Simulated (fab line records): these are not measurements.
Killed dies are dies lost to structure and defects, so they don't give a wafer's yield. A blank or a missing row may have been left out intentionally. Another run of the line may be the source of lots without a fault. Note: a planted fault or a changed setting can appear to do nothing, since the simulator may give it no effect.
The tool behind it: which one? / flow n5 finfet / 30 wafers sampled from 10 lots at 1 step of a route of 1938

## WHAT THE GAUGES SHOWED, per wafer
N5_BEOL_M4_RC_MEAS_101.
lot=L322; measured=day 10 01:32; on=prober-01; DIBL_N (mV/V)=38.3 39.5 38.3
lot=L323; measured=day 10 03:59; on=prober-01; DIBL_N (mV/V)=36.7 35.5 35.9
lot=L324; measured=day 10 10:39; on=prober-01; DIBL_N (mV/V)=34.1 36.3 34.5
lot=L325; measured=day 10 16:56; on=prober-02; DIBL_N (mV/V)=35.4 40.4 37.8
lot=L326; measured=day 10 19:24; on=prober-02; DIBL_N (mV/V)=36.7 39.1 36.3
lot=L327; measured=day 11 10:10; on=prober-02; DIBL_N (mV/V)=34.5 34.2 35.3
lot=L328; measured=day 11 21:42; on=prober-02; DIBL_N (mV/V)=34.3 37.3 35.8
lot=L331; measured=day 12 01:16; on=prober-02; DIBL_N (mV/V)=33.7 34.4 34.8
lot=L333; measured=day 12 17:44; on=prober-02; DIBL_N (mV/V)=35.3 36.2 34.4
lot=L337; measured=day 14 02:04; on=prober-02; DIBL_N (mV/V)=34.9 38.4 34.8

## WHAT TOOL EACH LOT RAN ON (gives the tool, then ch and the chambers of the sampled wafers, and finally the start)
There is no process step in the record ahead of these readings.

## THE ANSWER, worked out from the rows above alone
Rule: what is usual is taken from the lots themselves. Put in order of their means at a reading, lots are off if they are a third of the lots or fewer, leave a main group of 4 or more, and stand apart from it by a gap of 3 or more times the standard deviation of the main group's means; of several such gaps the widest counts. If all means in a main group match to the digits the tables above print for the reading, that group is not used. Also off: a lot with no number at a reading for which 4 or more lots have one. The other lots that the step has rows for count as sound.
No lot is off on any of the readings shown, so nothing can be concluded from this.

## WHAT HAD BEEN PUT IN BY THE SIMULATOR
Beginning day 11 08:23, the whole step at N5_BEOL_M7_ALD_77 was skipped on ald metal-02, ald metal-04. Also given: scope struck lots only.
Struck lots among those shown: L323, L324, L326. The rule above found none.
